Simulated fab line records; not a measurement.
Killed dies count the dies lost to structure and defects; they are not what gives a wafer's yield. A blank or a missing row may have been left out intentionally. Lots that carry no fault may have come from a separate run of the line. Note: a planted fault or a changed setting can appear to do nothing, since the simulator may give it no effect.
fab line records	flow nand-harc
record: lots: 24	wafers: 72	last-day: 33
route steps=1302 shown P_GATE@124 P_M0@264 P_M1@296
lots that met no fault: from a run of the same line without faults
start-h: the number of hours between the record's first day and the start of the first shown wafer of the lot	wait-h: time in hours since the lot's previous step	" the same as in the row above	L1.1+2: a single row standing in for several wafers	- value missing, or start not given	* or withheld: withheld	< > ~ a bound
route shown NAME@n: NAME is a module with steps in the file, n the number in the route of the first one	usual: average and standard deviation across the fault-free wafers	same: alike in all rows	chamber/n: place in a boat	sites: per-site readings	_std_site: their standard deviation	_edge_site: mean of outer sites minus mean of inner sites	radius-mm: for every site, how far away it sits from the centre of the wafer	mask NAME#n: copy n	behind: tool/chamber where the wafer was last shaped	hold: what put the lot on hold/how long, in hours/how the hold closed	device: which transistor (n, p or np) failed to switch	end of line: tests run on the same wafers once the route is complete	a step without rows: its recipe alone	killed: dies that structure and defects cost at the first sort, which is not the same as the wafer's yield	map: the dies of a wafer, with x for killed, . for not killed, _ for no die there
set.NAME: the setting that was run; set.NAME@STEP: the one run at that earlier step	model.NAME: the simulator's own value behind a step, which no gauge read
the route's steps for a sample of lots (tables are steps, rows are wafers)
services: the hour from which a tool's chamber was out of use, counted from the record's first day as start-h (under 0 if before that day), plus the number of hours and why
== steps ==
step: NHARC_P_GATE_DESCUM_13
recipe: time-s: 3	o2-flow-sccm: 200	ar-flow-sccm: 0	bias-power-w: 0	chemistry: O2
usual: drypump-motor-current-A: 5.5/0.42	oes-product-au: 0.999/0.011	rf-vpp-V: 58.0/0.88	showerhead-plenum-p-Torr: 1.91/0.08	throttle-valve-pct: 11.311/0.0087
lot.wafer	tool	chamber	start-h	wait-h	drypump-motor-current-A	oes-product-au	rf-hours-counter-h	rf-vpp-V	showerhead-plenum-p-Torr	throttle-valve-pct
L074.1	rie-diel-12	3	89.36	-	6.0	1.003	8.6	56.9	1.98	11.305
L074.6	"	2	"	"	5.1	1.007	-	57.6	1.92	11.314
L074.5	"	3	"	"	6.0	0.991	-	58.3	1.98	11.304
L075.1	rie-diel-08	1	92.84	-	4.9	1.001	4.2	57.7	1.83	11.319
L075.4	"	0	"	"	5.9	0.990	3.7	57.2	1.81	11.324
L075.5	"	1	"	"	4.9	0.994	-	59.7	1.83	11.308
L076.3	rie-diel-08	3	102.05	-	6.1	0.996	5.5	58.4	1.95	11.313
L076.4	"	1	"	"	4.9	0.986	4.9	58.5	1.83	11.314
L076.6	"	0	"	"	5.9	0.998	-	55.5	1.81	11.296
L077.4	rie-diel-02	2	108.46	-	4.9	0.998	3.0	57.5	2.00	11.310
L077.5	"	2	"	"	4.9	0.999	-	56.1	2.00	11.306
L077.6	"	3	"	"	5.2	1.010	-	59.5	2.00	11.312
L078.3	rie-diel-12	3	120.69	-	6.0	1.003	1.1	58.7	1.98	11.323
L078.1	"	2	"	"	5.2	1.017	0.8	57.7	1.92	11.320
L078.6	"	3	"	"	6.1	1.001	-	57.8	1.98	11.309
L079.4	rie-diel-02	2	135.60	-	4.9	0.997	4.7	59.0	2.00	11.326
L079.3	"	0	"	"	5.2	0.990	4.0	58.6	2.01	11.297
L079.5	"	3	"	"	5.2	1.006	-	57.4	2.00	11.307
L081.1	rie-diel-02	1	150.39	-	5.7	0.989	5.2	58.1	1.94	11.309
L081.4	"	3	"	"	5.3	1.005	4.5	58.8	2.00	11.318
L081.6	"	2	"	"	4.9	0.994	-	57.5	2.00	11.317
L080.4	rie-diel-08	3	150.54	-	6.0	0.993	6.9	56.3	1.94	11.300
L080.3	"	0	"	"	5.9	0.997	5.7	57.5	1.81	11.328
L080.5	"	3	"	"	6.1	1.001	-	57.1	1.94	11.305
L082.3	rie-diel-08	1	163.86	-	4.9	1.013	7.4	56.8	1.83	11.304
L082.1	"	2	"	"	5.4	0.987	8.4	57.2	1.79	11.312
L082.5	"	3	"	"	6.1	1.012	-	58.3	1.94	11.310
L083.1	rie-diel-08	3	179.25	-	6.1	0.996	8.6	56.9	1.94	11.313
L083.2	"	1	"	"	4.9	0.993	8.1	58.8	1.83	11.321
L083.6	"	3	"	"	6.1	0.995	-	58.4	1.94	11.304
L084.1	rie-diel-12	2	184.47	-	5.2	1.029	4.8	58.6	1.92	11.313
L084.6	"	1	"	"	5.2	0.972	-	57.9	1.82	11.316
L084.5	"	2	"	"	5.2	1.017	-	58.4	1.92	11.316
L085.3	rie-diel-02	1	192.97	-	5.7	1.005	8.6	59.5	1.94	11.314
L085.5	"	3	"	"	5.2	0.992	-	57.5	1.99	11.295
L085.6	"	0	"	"	5.3	0.996	-	58.4	2.00	11.309
L086.4	rie-diel-08	3	205.62	-	6.1	1.003	0.1	57.3	1.94	11.309
L086.2	"	2	"	"	5.4	1.011	0.1	57.2	1.78	11.315
L086.6	"	0	"	"	5.9	0.999	-	57.5	1.81	11.306
L087.1	rie-diel-12	2	210.18	-	5.2	1.011	6.1	58.0	1.92	11.316
L087.6	"	2	"	"	5.2	1.011	-	57.6	1.92	11.311
L087.5	"	3	"	"	6.0	1.022	-	58.2	1.97	11.311
L089.2	rie-diel-02	0	227.58	-	5.3	1.026	0.0	57.6	2.00	11.291
L089.3	"	0	"	"	5.2	1.026	-	58.9	2.00	11.301
L089.5	"	2	"	"	4.9	1.003	-	58.0	2.00	11.320
L088.1	rie-diel-08	0	227.74	-	5.9	1.001	3.0	57.6	1.81	11.321
L088.3	"	1	"	"	4.9	1.007	3.7	58.7	1.83	11.315
L088.6	"	0	"	"	5.9	0.995	-	56.8	1.81	11.311
L090.3	rie-diel-08	3	241.16	-	6.1	0.998	2.7	57.7	1.94	11.303
L090.4	"	1	"	"	4.9	1.012	3.8	58.4	1.83	11.311
L090.2	"	2	"	"	5.4	1.006	3.4	57.0	1.78	11.313
L091.2	rie-diel-02	0	248.95	-	5.3	1.006	0.6	57.8	2.00	11.310
L091.6	"	0	"	"	5.3	1.011	-	60.7	2.00	11.307
L091.5	"	1	"	"	5.6	0.970	-	58.6	1.94	11.315
L092.2	rie-diel-08	0	261.01	-	5.9	0.989	3.6	57.0	1.81	11.309
L092.1	"	2	"	"	5.4	1.001	3.9	57.1	1.78	11.327
L092.5	"	0	"	"	5.9	0.990	-	58.6	1.81	11.299
L093.2	rie-diel-02	3	271.83	-	5.3	0.985	1.2	56.6	1.99	11.294
L093.4	"	0	"	"	5.3	1.010	2.2	58.0	2.00	11.313
L093.5	"	0	"	"	5.3	1.016	-	58.4	2.00	11.324
L094.3	rie-diel-02	3	279.43	-	5.3	0.991	1.5	58.4	1.99	11.308
L094.4	"	1	"	"	5.7	0.995	2.0	58.6	1.94	11.316
L094.6	"	3	"	"	5.3	0.987	-	58.1	1.99	11.320
L095.3	rie-diel-08	2	292.81	-	5.4	1.005	6.1	57.8	1.78	11.324
L095.5	"	3	"	"	6.1	0.995	-	57.9	1.94	11.328
L095.6	"	0	"	"	5.9	0.985	-	57.5	1.81	11.296
L096.2	rie-diel-12	3	302.13	-	6.0	0.990	1.9	57.6	1.97	11.335
L096.1	"	0	"	"	5.7	0.990	1.9	58.5	1.85	11.306
L096.5	"	3	"	"	6.0	0.985	-	59.3	1.97	11.315
L097.3	rie-diel-08	2	308.51	-	5.4	1.008	7.3	57.1	1.78	11.313
L097.4	"	3	"	"	6.1	0.996	6.8	57.2	1.94	11.308
L097.5	"	1	"	"	4.9	0.987	-	56.5	1.82	11.307
step: NHARC_P_M0_OVL_MEAS_10
recipe: pitch-nm: 180
usual: overlay-x-nm: -0.2/0.63	overlay-y-nm: -0.1/0.7
lot.wafer	tool	chamber	start-h	wait-h	overlay-x-nm	overlay-y-nm
L074.1	overlay-01	-	127.72	-	-1.0	1.5
L074.5	"	-	"	"	-0.6	1.0
L074.6	"	-	"	"	-0.6	1.8
L075.1	overlay-01	-	135.43	-	-0.9	-0.6
L075.4	"	-	"	"	-1.1	-0.5
L075.5	"	-	"	"	-0.4	-0.2
L076.3	overlay-01	-	140.92	-	-0.4	-0.9
L076.4	"	-	"	"	0.1	-1.0
L076.6	"	-	"	"	0.1	-1.2
L077.4	overlay-02	-	159.10	-	0.1	-0.4
L077.5	"	-	"	"	-0.6	-0.4
L077.6	"	-	"	"	-0.5	-0.8
L078.1	overlay-01	-	161.24	-	-0.6	-0.1
L078.3	"	-	"	"	-0.9	-0.2
L078.6	"	-	"	"	-0.4	-0.5
L079.3	overlay-02	-	174.05	-	0.4	-0.3
L079.4	"	-	"	"	0.6	-0.1
L079.5	"	-	"	"	0.8	0.2
L081.1	overlay-01	-	190.06	-	-0.4	-1.0
L081.4	"	-	"	"	-0.6	-1.2
L081.6	"	-	"	"	-0.4	-1.1
L080.3	overlay-01	-	191.44	-	-0.4	0.6
L080.4	"	-	"	"	-0.5	0.8
L080.5	"	-	"	"	-0.4	0.9
L082.1	overlay-01	-	202.98	-	-0.2	-0.7
L082.3	"	-	"	"	-0.5	-0.8
L082.5	"	-	"	"	-0.8	-1.4
L083.1	overlay-02	-	219.28	-	-0.9	0.4
L083.2	"	-	"	"	-0.4	0.3
L083.6	"	-	"	"	-1.0	0.4
L084.1	overlay-02	-	227.67	-	0.9	-0.2
L084.5	"	-	"	"	0.3	0.1
L084.6	"	-	"	"	0.4	-0.9
L085.3	overlay-02	-	236.39	-	-0.9	-1.3
L085.5	"	-	"	"	-1.2	-1.7
L085.6	"	-	"	"	-1.5	-1.5
L087.1	overlay-01	-	248.97	-	0.1	-0.7
L087.5	"	-	"	"	0.5	-0.4
L087.6	"	-	"	"	0.8	-0.5
L086.2	overlay-02	-	249.25	-	-0.5	0.7
L086.4	"	-	"	"	-0.3	0.0
L086.6	"	-	"	"	-0.4	0.8
L088.1	overlay-01	-	267.83	-	0.0	0.0
L088.3	"	-	"	"	-0.8	0.7
L088.6	"	-	"	"	-0.3	0.1
L089.2	overlay-02	-	268.50	-	0.2	-0.5
L089.3	"	-	"	"	0.7	-0.1
L089.5	"	-	"	"	0.9	-0.6
L090.2	overlay-02	-	283.27	-	-1.6	-0.2
L090.3	"	-	"	"	-1.8	-0.2
L090.4	"	-	"	"	-1.4	-0.3
L091.2	overlay-01	-	293.47	-	-0.5	-0.4
L091.5	"	-	"	"	-0.9	0.3
L091.6	"	-	"	"	-0.7	0.1
L092.1	overlay-01	-	298.79	-	0.1	-0.6
L092.2	"	-	"	"	0.5	-0.9
L092.5	"	-	"	"	0.4	-0.7
L093.2	overlay-02	-	310.24	-	0.1	0.5
L093.4	"	-	"	"	0.5	0.9
L093.5	"	-	"	"	-0.2	0.8
L094.3	overlay-02	-	318.10	-	-0.6	-0.2
L094.4	"	-	"	"	-0.9	0.3
L094.6	"	-	"	"	0.1	0.2
L095.3	overlay-01	-	333.55	-	0.1	0.6
L095.5	"	-	"	"	1.1	-0.1
L095.6	"	-	"	"	-0.3	0.5
L096.1	overlay-02	-	342.00	-	0.1	-0.6
L096.2	"	-	"	"	0.0	-0.4
L096.5	"	-	"	"	-0.1	-0.9
L097.3	overlay-02	-	348.23	-	0.1	0.7
L097.4	"	-	"	"	-0.5	1.0
L097.5	"	-	"	"	-0.2	0.7
step: NHARC_P_M0_CD_MEAS_16
usual: cd-nm: 90.3/0.97
lot.wafer	tool	chamber	start-h	wait-h	cd-nm
L074.1	cd-sem-02	-	128.12	-	89.4
L074.5	"	-	"	"	91.2
L074.6	"	-	"	"	90.4
L075.1	cd-sem-02	-	135.83	-	88.3
L075.4	"	-	"	"	90.9
L075.5	"	-	"	"	90.5
L076.3	cd-sem-01	-	141.38	-	92.0
L076.4	"	-	"	"	90.2
L076.6	"	-	"	"	91.9
L077.4	cd-sem-03	-	159.50	-	90.9
L077.5	"	-	"	"	91.1
L077.6	"	-	"	"	90.7
L078.1	cd-sem-02	-	161.63	-	90.7
L078.3	"	-	"	"	91.2
L078.6	"	-	"	"	90.8
L079.3	cd-sem-01	-	174.49	-	89.8
L079.4	"	-	"	"	89.3
L079.5	"	-	"	"	89.2
L081.1	cd-sem-03	-	190.45	-	92.6
L081.4	"	-	"	"	91.2
L081.6	"	-	"	"	90.3
L080.3	cd-sem-03	-	191.84	-	91.0
L080.4	"	-	"	"	91.6
L080.5	"	-	"	"	91.9
L082.1	cd-sem-02	-	203.37	-	89.2
L082.3	"	-	"	"	88.8
L082.5	"	-	"	"	92.1
L083.1	cd-sem-02	-	219.86	-	90.6
L083.2	"	-	"	"	90.7
L083.6	"	-	"	"	91.8
L084.1	cd-sem-03	-	228.35	-	88.8
L084.5	"	-	"	"	90.9
L084.6	"	-	"	"	90.9
L085.3	cd-sem-03	-	236.79	-	91.0
L085.5	"	-	"	"	90.7
L085.6	"	-	"	"	89.7
L087.1	cd-sem-02	-	249.37	-	90.9
L087.5	"	-	"	"	89.4
L087.6	"	-	"	"	90.5
L086.2	cd-sem-03	-	249.64	-	91.1
L086.4	"	-	"	"	91.5
L086.6	"	-	"	"	91.8
L088.1	cd-sem-02	-	268.22	-	90.7
L088.3	"	-	"	"	91.5
L088.6	"	-	"	"	90.6
L089.2	cd-sem-02	-	268.91	-	88.8
L089.3	"	-	"	"	90.3
L089.5	"	-	"	"	89.1
L090.2	cd-sem-02	-	283.67	-	90.3
L090.3	"	-	"	"	89.2
L090.4	"	-	"	"	89.8
L091.2	cd-sem-03	-	293.87	-	89.1
L091.5	"	-	"	"	90.3
L091.6	"	-	"	"	90.4
L092.1	cd-sem-03	-	299.18	-	90.9
L092.2	"	-	"	"	90.6
L092.5	"	-	"	"	90.2
L093.2	cd-sem-02	-	310.64	-	89.4
L093.4	"	-	"	"	89.0
L093.5	"	-	"	"	89.9
L094.3	cd-sem-03	-	318.50	-	90.0
L094.4	"	-	"	"	89.4
L094.6	"	-	"	"	88.9
L095.3	cd-sem-01	-	334.03	-	89.4
L095.5	"	-	"	"	90.4
L095.6	"	-	"	"	90.7
L096.1	cd-sem-03	-	342.42	-	88.1
L096.2	"	-	"	"	88.2
L096.5	"	-	"	"	88.8
L097.3	cd-sem-03	-	348.76	0.1	89.9
L097.4	"	-	"	"	91.8
L097.5	"	-	"	"	90.8
step: NHARC_P_M1_OVL_MEAS_10
recipe: pitch-nm: 260
usual: overlay-x-nm: -0.2/0.82	overlay-y-nm: 0.3/0.94
lot.wafer	tool	chamber	start-h	wait-h	overlay-x-nm	overlay-y-nm
L074.1	overlay-02	-	131.77	-	0.3	-0.4
L074.5	"	-	"	"	-0.3	-0.2
L074.6	"	-	"	"	0.1	-0.2
L075.1	overlay-01	-	139.46	-	-1.1	-0.1
L075.4	"	-	"	"	-1.1	0.1
L075.5	"	-	"	"	-0.7	0.0
L076.3	overlay-02	-	144.91	-	-0.3	0.4
L076.4	"	-	"	"	0.0	0.7
L076.6	"	-	"	"	-0.5	0.7
L077.4	overlay-02	-	163.45	-	-1.5	1.2
L077.5	"	-	"	"	-1.0	1.3
L077.6	"	-	"	"	-1.4	1.7
L078.1	overlay-01	-	165.37	-	0.3	0.7
L078.3	"	-	"	"	0.5	0.6
L078.6	"	-	"	"	-0.1	0.7
L079.3	overlay-02	-	178.32	-	-0.9	0.0
L079.4	"	-	"	"	-1.2	-0.7
L079.5	"	-	"	"	-1.6	-1.1
L081.1	overlay-02	-	194.01	-	1.0	0.8
L081.4	"	-	"	"	0.3	1.0
L081.6	"	-	"	"	0.4	1.4
L080.3	overlay-02	-	195.41	-	0.3	0.7
L080.4	"	-	"	"	-0.7	1.1
L080.5	"	-	"	"	-0.1	0.8
L082.1	overlay-01	-	207.24	-	-0.9	1.6
L082.3	"	-	"	"	-0.2	2.2
L082.5	"	-	"	"	-1.1	2.1
L083.1	overlay-02	-	223.64	-	-1.6	0.5
L083.2	"	-	"	"	-1.6	0.7
L083.6	"	-	"	"	-1.3	0.4
L084.1	overlay-01	-	231.95	-	0.9	1.8
L084.5	"	-	"	"	0.4	1.6
L084.6	"	-	"	"	0.4	1.7
L085.3	overlay-01	-	244.76	-	0.0	-0.3
L085.5	"	-	"	"	-0.4	-0.6
L085.6	"	-	"	"	-0.2	0.3
L087.1	overlay-02	-	253.03	-	-1.5	-0.1
L087.5	"	-	"	"	-1.3	0.5
L087.6	"	-	"	"	-1.0	-0.3
L086.2	overlay-01	-	253.96	-	-0.4	-0.3
L086.4	"	-	"	"	-0.7	-0.1
L086.6	"	-	"	"	-0.5	0.5
L088.1	overlay-01	-	272.14	-	0.2	-0.9
L088.3	"	-	"	"	0.4	-1.1
L088.6	"	-	"	"	0.4	-1.7
L089.2	overlay-01	-	273.18	-	0.2	0.4
L089.3	"	-	"	"	0.4	-0.3
L089.5	"	-	"	"	0.3	0.1
L090.2	overlay-01	-	287.26	-	0.0	-1.4
L090.3	"	-	"	"	0.8	-1.5
L090.4	"	-	"	"	0.2	-1.8
L091.2	overlay-02	-	297.72	-	1.0	-0.5
L091.5	"	-	"	"	1.2	-0.2
L091.6	"	-	"	"	0.7	-0.7
L092.1	overlay-02	-	302.83	-	-0.3	-0.5
L092.2	"	-	"	"	0.3	0.0
L092.5	"	-	"	"	-0.7	0.3
L093.2	overlay-02	-	314.64	-	0.6	-0.6
L093.4	"	-	"	"	0.9	-0.5
L093.5	"	-	"	"	1.2	-0.9
L094.3	overlay-01	-	322.33	-	-0.1	-0.1
L094.4	"	-	"	"	0.3	-0.3
L094.6	"	-	"	"	0.0	-0.2
L095.3	overlay-01	-	337.66	-	-1.1	0.3
L095.5	"	-	"	"	-1.1	1.0
L095.6	"	-	"	"	-1.5	0.9
L096.1	overlay-01	-	346.30	-	-0.5	2.0
L096.2	"	-	"	"	0.3	1.9
L096.5	"	-	"	"	-0.3	2.6
L097.3	overlay-02	-	352.56	-	0.5	0.1
L097.4	"	-	"	"	1.3	0.7
L097.5	"	-	"	"	0.9	0.1
step: NHARC_P_M1_ETCH_28
recipe: target-depth-a: 300	over-etch-frac: 0.3	time-s: 72.99	ion-energy-ev: 150	cf4-flow-sccm: 50	n2-flow-sccm: 100	ar-flow-sccm: 150	rf-w: 300	bias-w: 100	chemistry: CF4/N2
usual: drypump-motor-current-A: 5.7/0.45	oes-product-au: 1.004/0.013	rf-vpp-V: 313.8/1.9	showerhead-plenum-p-Torr: 2.60/0.11	throttle-valve-pct: 19.794/0.01
lot.wafer	tool	chamber	start-h	wait-h	drypump-motor-current-A	oes-product-au	rf-hours-counter-h	rf-vpp-V	showerhead-plenum-p-Torr	throttle-valve-pct
L074.1	rie-diel-10	3	-	-	6.4	1.003	3	312.3	2.54	19.807
L074.5	"	0	"	"	5.1	0.991	-	314.0	2.60	19.801
L074.6	"	1	"	"	5.9	0.999	-	315.0	2.59	19.797
L075.1	rie-diel-10	2	-	-	5.2	1.000	3	318.1	2.82	19.781
L075.5	"	2	"	"	5.2	0.999	-	317.4	2.82	19.777
L075.4	"	1	"	"	5.9	0.998	-	313.9	2.59	19.805
L076.4	rie-diel-04	3	-	-	5.8	1.009	11	313.4	2.51	19.789
L076.3	"	1	"	"	5.4	1.000	10	314.0	2.70	19.796
L076.6	"	3	"	"	5.8	1.012	-	313.4	2.51	19.790
L077.4	rie-diel-10	0	-	-	5.1	1.000	4	313.5	2.60	19.794
L077.6	"	0	"	"	5.1	0.991	-	313.4	2.60	19.791
L077.5	"	1	"	"	5.9	1.009	-	314.5	2.59	19.790
L078.3	rie-diel-10	3	-	-	6.3	1.001	5	312.4	2.54	19.782
L078.1	"	1	"	"	5.9	1.010	5	313.2	2.59	19.799
L078.6	"	3	"	"	6.4	1.008	-	312.8	2.54	19.790
L079.3	rie-diel-03	3	-	-	5.4	1.021	21	312.0	2.54	19.808
L079.4	"	1	"	"	5.7	1.002	19	314.6	2.68	19.794
L079.5	"	3	"	"	5.4	1.022	-	312.0	2.54	19.808
L081.1	rie-diel-03	0	-	-	6.2	1.002	26	312.2	2.47	19.781
L081.4	"	2	"	"	6.2	0.993	26	312.4	2.52	19.804
L081.6	"	3	"	"	5.4	1.000	-	312.9	2.54	19.795
L080.3	rie-diel-10	1	-	-	5.9	1.011	6	312.3	2.59	19.798
L080.4	"	2	"	"	5.2	1.002	6	318.6	2.82	19.786
L080.5	"	0	"	"	5.1	1.012	-	314.7	2.60	19.774
L082.3	rie-diel-04	0	-	-	5.5	1.025	2	313.9	2.64	19.812
L082.1	"	2	"	"	5.1	0.983	2	314.7	2.68	19.801
L082.5	"	0	"	"	5.5	1.021	-	315.6	2.64	19.797
L083.2	rie-diel-03	0	-	-	6.2	1.012	36	312.5	2.47	19.782
L083.1	"	1	"	"	5.7	1.002	35	313.8	2.67	19.799
L083.6	"	3	"	"	5.4	1.029	-	313.8	2.54	19.776
L084.1	rie-diel-10	2	-	-	5.2	0.995	9	318.5	2.82	19.801
L084.6	"	0	"	"	5.1	1.019	-	311.6	2.59	19.790
L084.5	"	1	"	"	5.9	1.004	-	313.9	2.58	19.791
L085.3	rie-diel-03	1	-	-	5.7	0.983	42	315.2	2.67	19.806
L085.5	"	3	"	"	5.4	1.008	-	311.1	2.54	19.800
L085.6	"	0	"	"	6.2	1.009	-	310.9	2.46	19.801
L087.1	rie-diel-03	0	-	-	6.1	1.017	44	312.0	2.46	19.787
L087.5	"	0	"	"	6.1	1.010	-	312.0	2.46	19.777
L087.6	"	1	"	"	5.7	1.008	-	313.8	2.67	19.800
L086.2	rie-diel-03	1	-	-	5.7	1.005	42	314.4	2.67	19.789
L086.4	"	3	"	"	5.4	1.019	40	311.5	2.53	19.802
L086.6	"	1	"	"	5.7	0.999	-	315.7	2.67	19.814
L088.3	rie-diel-10	1	-	-	5.9	0.975	1	314.2	2.58	19.790
L088.1	"	2	"	"	5.2	0.986	1	318.2	2.82	19.800
L088.6	"	0	"	"	5.1	1.013	-	313.2	2.59	19.791
L089.3	rie-diel-03	0	-	-	6.2	1.011	52	311.7	2.46	19.788
L089.2	"	1	"	"	5.7	1.022	50	314.5	2.67	19.798
L089.5	"	2	"	"	6.2	0.997	-	311.6	2.51	19.811
L090.3	rie-diel-10	2	-	-	5.2	1.008	3	316.8	2.82	19.784
L090.2	"	3	"	"	6.4	1.004	3	312.9	2.54	19.766
L090.4	"	1	"	"	5.9	1.000	3	312.9	2.58	19.788
L091.2	rie-diel-10	3	-	-	6.4	1.006	4	312.4	2.54	19.816
L091.5	"	0	"	"	5.1	1.018	-	313.6	2.59	19.792
L091.6	"	1	"	"	5.9	1.004	-	313.1	2.58	19.814
L092.1	rie-diel-03	1	-	-	5.7	1.025	3	314.1	2.66	19.823
L092.2	"	3	"	"	5.4	1.012	5	313.3	2.53	19.787
L092.5	"	0	"	"	6.2	1.013	-	311.1	2.46	19.804
L093.4	rie-diel-10	2	-	-	5.2	0.994	5	316.7	2.82	19.795
L093.2	"	1	"	"	5.9	0.994	5	312.9	2.58	19.778
L093.5	"	3	"	"	6.4	0.994	-	313.3	2.54	19.784
L094.3	rie-diel-10	3	-	-	6.4	0.996	5	312.9	2.54	19.794
L094.4	"	1	"	"	6.0	0.994	5	313.7	2.58	19.785
L094.6	"	3	"	"	6.4	0.991	-	313.4	2.54	19.804
L095.3	rie-diel-10	1	-	-	5.9	1.020	6	313.2	2.58	19.796
L095.6	"	2	"	"	5.2	1.009	-	316.8	2.82	19.813
L095.5	"	3	"	"	6.4	0.999	-	312.4	2.54	19.803
L096.2	rie-diel-04	0	-	-	5.5	0.992	13	314.8	2.63	19.808
L096.1	"	1	"	"	5.4	1.020	14	317.0	2.70	19.805
L096.5	"	1	"	"	5.4	1.017	-	316.3	2.70	19.791
L097.4	rie-diel-10	1	-	-	5.9	1.005	6	312.5	2.58	19.785
L097.3	"	2	"	"	5.2	0.996	7	317.1	2.82	19.793
L097.5	"	2	"	"	5.2	1.001	-	317.9	2.82	19.781
step: NHARC_P_M1_DEGAS_29
recipe: temp-c: 250	time-s: 60
usual: heater-power-w: 310/14
lot.wafer	tool	chamber	start-h	wait-h	heater-power-w
L074.1	pvd-sputter-01	-	133.35	-	330
L074.5	"	-	"	"	358
L074.6	"	-	"	"	312
L075.1	pvd-sputter-02	-	140.68	-	310
L075.4	"	-	"	"	310
L075.5	"	-	"	"	287
L076.3	pvd-sputter-02	-	146.04	-	309
L076.4	"	-	"	"	305
L076.6	"	-	"	"	306
L077.4	pvd-sputter-02	-	164.58	-	290
L077.5	"	-	"	"	306
L077.6	"	-	"	"	297
L078.3	pvd-sputter-02	-	166.50	-	294
L078.1	"	-	"	"	308
L078.6	"	-	"	"	315
L079.3	pvd-sputter-01	-	179.43	-	315
L079.4	"	-	"	"	322
L079.5	"	-	"	"	316
L081.1	pvd-sputter-02	-	195.13	-	307
L081.4	"	-	"	"	310
L081.6	"	-	"	"	309
L080.4	pvd-sputter-02	-	196.54	-	312
L080.3	"	-	"	"	309
L080.5	"	-	"	"	309
L082.1	pvd-sputter-03	-	208.37	-	318
L082.3	"	-	"	"	342
L082.5	"	-	"	"	301
L083.1	pvd-sputter-02	-	224.76	-	307
L083.2	"	-	"	"	303
L083.6	"	-	"	"	307
L084.1	pvd-sputter-02	-	233.09	-	295
L084.5	"	-	"	"	305
L084.6	"	-	"	"	309
L085.3	pvd-sputter-02	-	245.89	-	306
L085.5	"	-	"	"	296
L085.6	"	-	"	"	306
L087.1	pvd-sputter-02	-	254.17	-	310
L087.6	"	-	"	"	302
L087.5	"	-	"	"	309
L086.4	pvd-sputter-02	-	255.07	-	294
L086.2	"	-	"	"	311
L086.6	"	-	"	"	303
L088.3	pvd-sputter-02	-	273.60	-	313
L088.1	"	-	"	"	308
L088.6	"	-	"	"	304
L089.3	pvd-sputter-02	-	274.30	-	298
L089.2	"	-	"	"	302
L089.5	"	-	"	"	294
L090.2	pvd-sputter-01	-	288.42	-	327
L090.4	"	-	"	"	320
L090.3	"	-	"	"	293
L091.2	pvd-sputter-01	-	298.86	-	319
L091.5	"	-	"	"	318
L091.6	"	-	"	"	284
L092.2	pvd-sputter-02	-	303.95	-	314
L092.1	"	-	"	"	314
L092.5	"	-	"	"	320
L093.2	pvd-sputter-02	-	315.77	-	321
L093.4	"	-	"	"	305
L093.5	"	-	"	"	315
L094.4	pvd-sputter-02	-	323.45	-	330
L094.3	"	-	"	"	305
L094.6	"	-	"	"	314
L095.3	pvd-sputter-02	-	338.78	-	323
L095.6	"	-	"	"	308
L095.5	"	-	"	"	312
L096.2	pvd-sputter-01	-	347.41	-	320
L096.1	"	-	"	"	350
L096.5	"	-	"	"	326
L097.4	pvd-sputter-01	-	353.68	-	309
L097.3	"	-	"	"	343
L097.5	"	-	"	"	315
== services ==
tool	chamber	start-h	hours	kind
rie-diel-10	-	65.50	9.0	pm
rie-diel-03	1	91.54	5.5	repair
rie-diel-03	-	99.57	0.6	repair
rie-diel-10	3	103.29	3.4	repair
pvd-sputter-02	-	104.00	10.0	pm
rie-diel-03	-	107.71	9.0	pm
rie-diel-10	1	118.78	4.6	repair
rie-diel-02	-	130.93	0.1	repair
rie-diel-10	0	138.63	11.2	repair
rie-diel-03	2	149.37	1.2	repair
rie-diel-08	-	154.11	0.5	repair
rie-diel-03	1	155.07	6.3	repair
rie-diel-10	0	176.80	1.6	repair
rie-diel-08	-	181.35	0.4	repair
rie-diel-08	-	190.80	9.0	pm
rie-diel-02	-	216.70	9.0	pm
rie-diel-02	3	226.03	13.4	repair
rie-diel-10	0	226.27	3.3	repair
pvd-sputter-02	-	234.56	4.7	repair
rie-diel-10	-	242.50	9.0	pm
rie-diel-10	2	266.17	1.5	repair
pvd-sputter-02	-	275.98	0.7	repair
pvd-sputter-02	-	282.00	10.0	pm
rie-diel-10	1	343.59	8.2	repair
== key ==
fault none
